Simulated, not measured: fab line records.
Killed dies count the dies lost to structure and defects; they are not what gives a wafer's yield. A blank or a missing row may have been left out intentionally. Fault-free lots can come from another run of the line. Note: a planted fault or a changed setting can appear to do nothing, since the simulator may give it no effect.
The tool behind it: which one? -- flow n5 finfet -- 9 lots, 27 wafers sampled, at 6 steps of a route of 1938

## WHAT THE GAUGES READ, wafer by wafer
N5_PMOS_HMC_CHANNEL_EPI_INSPECT_11: inspects for defects (macro).
lot,measured,on,raw defect count
L920,day 1 17:34,defect inspect-01,0 3 1
L922,day 2 05:32,defect inspect-02,2 5 1
L924,day 2 17:55,defect inspect-02,2 4 1
L925,day 2 23:54,defect inspect-02,3 3 1
L934,day 5 05:31,defect inspect-02,3 4 2
L938,day 6 05:24,defect inspect-02,0 3 1
L940,day 6 17:17,defect inspect-02,1 3 4
L941,day 6 23:26,defect inspect-02,2 1 3
L943,day 7 11:38,defect inspect-01,2 0 0

N5_PMOS_HMC_CHANNEL_EPI_THK_MEAS_22.
lot,measured,on,HMC_CMP_THK (nm)
L920,day 1 20:49,film metro-01,54.6 54.0 53.6
L922,day 2 07:52,film metro-02,53.3 54.0 53.9
L924,day 2 21:08,film metro-02,53.7 55.1 54.2
L925,day 3 02:11,film metro-02,54.9 54.2 54.5
L934,day 5 08:02,film metro-01,55.1 58.8 53.6
L938,day 6 08:04,film metro-02,55.4 53.9 55.4
L940,day 6 19:59,film metro-01,53.7 54.0 53.2
L941,day 7 02:04,film metro-01,54.2 53.8 53.7
L943,day 7 14:35,film metro-02,54.6 54.5 53.7

N5_BEOL_M4_RC_MEAS_101.
lot,measured,on,CJ_P,DIBL_N (mV/V),DIBL_P (mV/V),IOFF_N (nA/um),IOFF_P (nA/um),ION_N (uA/um),ION_P (uA/um),SS_N (mV/dec),SS_P (mV/dec),VT_N (mV),VT_P (mV)
L920,day 7 14:26,prober-02,5.80 5.75 5.96,36.5 36.3 37.5,36.8 36.4 37.9,0.157 0.153 0.178,0.199 0.198 0.220,672 673 685,464 459 469,71.7 71.1 71.9,72.9 73.6 72.6,250.5 251.6 249.3,-252 -250 -250
L922,day 7 20:34,prober-02,5.94 5.81 5.81,35.9 35.5 35.7,36.3 36.4 36.2,0.161 0.155 0.155,0.233 0.227 0.229,680 690 681,471 476 472,71.5 70.4 70.8,73.6 72.9 73.7,247.7 246.8 246.7,-247 -247 -248
L924,day 9 07:53,prober-02,5.90 5.57 5.66,35.7 37.4 37.0,36.0 38.4 37.4,0.144 0.182 0.166,0.215 0.245 0.222,671 678 666,463 469 464,71.6 70.9 71.0,73.4 74.0 73.7,251.6 246.6 249.5,-249 -247 -248
L925,day 9 14:22,prober-02,5.66 5.81 5.79,37.6 37.2 36.1,37.0 36.6 35.7,0.164 0.149 0.144,0.198 0.181 0.183,679 673 674,458 457 465,71.6 71.4 71.0,73.7 74.1 73.3,248.7 252.1 251.6,-252 -253 -251
L934,day 12 09:59,prober-02,5.63 4.23 5.94,35.4 34.9 35.6,37.3 38.4 37.5,0.158 0.147 0.172,0.225 0.273 0.238,674 675 680,462 457 472,71.5 71.8 70.5,74.0 74.5 73.7,251.2 249.0 248.5,-249 -248 -246
L938,day 12 18:44,prober-02,5.62 5.84 5.67,36.5 35.7 36.0,37.6 36.6 37.3,0.155 0.142 0.145,0.216 0.194 0.219,672 676 676,464 464 463,70.9 71.5 71.8,73.4 73.3 73.5,250.2 251.9 251.1,-248 -251 -248
L940,day 13 15:44,prober-02,5.86 5.74 5.87,34.4 35.5 35.8,35.3 36.5 36.0,0.122 0.139 0.135,0.160 0.180 0.172,668 681 664,457 462 452,70.6 71.3 71.3,72.8 73.1 72.6,253.7 249.6 249.5,-255 -254 -251
L941,day 13 20:10,prober-02,5.67 5.87 5.88,37.6 37.3 37.2,36.5 37.1 36.3,0.155 0.156 0.147,0.207 0.218 0.203,665 680 671,457 465 467,71.7 71.6 71.3,72.6 72.3 73.1,250.2 250.3 250.7,-250 -249 -249
L943,day 14 10:47,prober-02,5.62 5.47 5.84,35.4 36.9 37.4,33.4 35.5 36.0,0.128 0.159 0.164,0.159 0.188 0.199,657 673 674,451 459 458,70.9 71.7 71.9,72.4 72.8 73.6,252.2 250.4 249.7,-254 -251 -252

## TOOL THAT RAN EACH LOT (tool first, then ch and the chambers of the sampled wafers, then the start)
lot,N5_PMOS_HMC_CHANNEL_EPI_FIN_RECESS_16,N5_FIN_SAQP_DENSIFY_62,N5_FIN_SAQP_HM_DEP_03
L920,"rie si-05 ch 1,2,3, day 1 18:03","rtp anneal-01 ch 0, day 1 21:38","pecvd-04 ch 0,2, day 1 21:50"
L922,"rie si-03 ch 0,1, day 2 06:02","rtp anneal-01 ch 0, day 2 08:41","pecvd-03 ch 1,2, day 2 08:53"
L924,"rie si-05 ch 1,2,3, day 2 18:25","rtp anneal-02 ch 0, day 2 22:11","pecvd-03 ch 1,2, day 2 22:24"
L925,"rie si-05 ch 1,2,3, day 3 00:23","rtp anneal-01 ch 0, day 3 03:08","pecvd-02 ch 0,1,2, day 3 03:19"
L934,"rie si-04 ch 0,2,3, day 5 06:09","rtp anneal-01 ch 0, day 5 10:17","pecvd-03 ch 0,1, day 5 10:28"
L938,"rie si-03 ch 0,3, day 6 06:16","rtp anneal-01 ch 0, day 6 09:14","pecvd-02 ch 0,2, day 6 09:26"
L940,"rie si-03 ch 0,1,2, day 6 17:47","rtp anneal-02 ch 0, day 6 20:51","pecvd-03 ch 0,1,2, day 6 21:04"
L941,"rie si-05 ch 0,1,2, day 7 00:16","rtp anneal-02 ch 0, day 7 03:16","pecvd-04 ch 1,2, day 7 03:27"
L943,"rie si-05 ch 0,1,3, day 7 12:23","rtp anneal-02 ch 0, day 7 16:49","pecvd-02 ch 0,1, day 7 17:01"
- N5_PMOS_HMC_CHANNEL_EPI_FIN_RECESS_16: chemistry HBr/Cl2, target Si, target depth 54 nm, time 18 s.
- N5_FIN_SAQP_DENSIFY_62: time 60 s.
- N5_FIN_SAQP_HM_DEP_03: deposits SiNx from SiH4/NH3/N2, target thk 38 nm, time 33.6 s.

## AS READ BY THE TOOLS THEMSELVES (means over the sampled wafers that have a number; for cases with no such wafer, the mark the record gives instead)
N5_PMOS_HMC_CHANNEL_EPI_FIN_RECESS_16.
lot,tool,HBr_flow_sccm (sccm),bias w (W),drypump motor current A (A),oes product au (a.u.),throttle valve pct (%)
L920,rie si-05,150.1,74.84,5.71,0.998,35.7
L922,rie si-03,149.5,74.88,5.88,0.988,35.5
L924,rie si-05,150.1,74.81,5.71,0.996,35.7
L925,rie si-05,150.0,74.94,5.71,1.001,35.7
L934,rie si-04,149.8,74.96,5.65,0.995,35.9
L938,rie si-03,149.4,75.54,5.78,1.006,35.0
L940,rie si-03,149.8,74.83,5.99,0.987,35.3
L941,rie si-05,150.1,75.08,5.80,1.009,35.7
L943,rie si-05,150.1,75.06,5.83,1.009,35.6

N5_FIN_SAQP_DENSIFY_62.
lot,tool,lamp power pct (%),wafer_temp_C_max
L920,rtp anneal-01,9.90,703.5
L922,rtp anneal-01,9.83,703.5
L924,rtp anneal-02,9.85,703.0
L925,rtp anneal-01,9.85,702.9
L934,rtp anneal-01,9.86,703.1
L938,rtp anneal-01,9.85,703.1
L940,rtp anneal-02,9.86,703.5
L941,rtp anneal-02,9.84,703.5
L943,rtp anneal-02,9.88,702.8

N5_FIN_SAQP_HM_DEP_03.
lot,tool,heater power w (W),showerhead plenum p Torr (Torr),showerhead vpp V (V),throttle valve pct (%)
L920,pecvd-04,858,5.17,1145,39.5
L922,pecvd-03,908,5.15,1100,39.3
L924,pecvd-03,962,5.15,1102,39.3
L925,pecvd-02,670,5.09,1112,39.8
L934,pecvd-03,758,5.13,1127,42.3
L938,pecvd-02,596,5.05,1120,39.4
L940,pecvd-03,829,5.13,1101,41.4
L941,pecvd-04,737,5.14,1110,39.6
L943,pecvd-02,766,5.13,1086,40.6

## THE ANSWER, worked out from the rows above alone
Rule: what is usual is taken from the lots themselves. The widest of any qualifying gaps counts: lots, ordered by their means at a reading, are off when they make up no more than a third of the lots, leave a main group of 4 or more, and stand apart from it by 3 or more times the standard deviation of that group's means. The tables above print the reading to a certain number of digits; a main group whose means all agree to those digits is not used. A lot without any number at a reading at which 4 lots or more have one is off too. Where the step has rows for the other lots, those lots are counted as sound. First the gauges in route order, then the tools' own readings, where a lot's mean is used as printed above. The first step at which some lot is off is used, and at that step the reading that is off furthest; a lot without a number counts as furthest.
Off: L934, at N5_BEOL_M4_RC_MEAS_101 (CJ_P). The main group has a mean of 5.77 with a standard deviation of 0.07.
If a tool, at a process step before that reading, ran all the lots that are off and no sound lot after the first of them, it fits. Not tried: the gauges at N5_BEOL_M4_RC_MEAS_101; whatever is off there is also off at N5_FIN_SAQP_HM_DEP_03, on other tools, and gauge error can't account for it. One candidate fits, namely rie si-04 at N5_PMOS_HMC_CHANNEL_EPI_FIN_RECESS_16. It ran no sound lot before its first lot that is off in this sample, so the start can't be narrowed down.

## WHAT HAD BEEN PUT IN BY THE SIMULATOR
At N5_PMOS_HMC_CHANNEL_EPI_FIN_RECESS_16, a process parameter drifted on rie si-04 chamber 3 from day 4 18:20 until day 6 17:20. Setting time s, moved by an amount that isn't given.
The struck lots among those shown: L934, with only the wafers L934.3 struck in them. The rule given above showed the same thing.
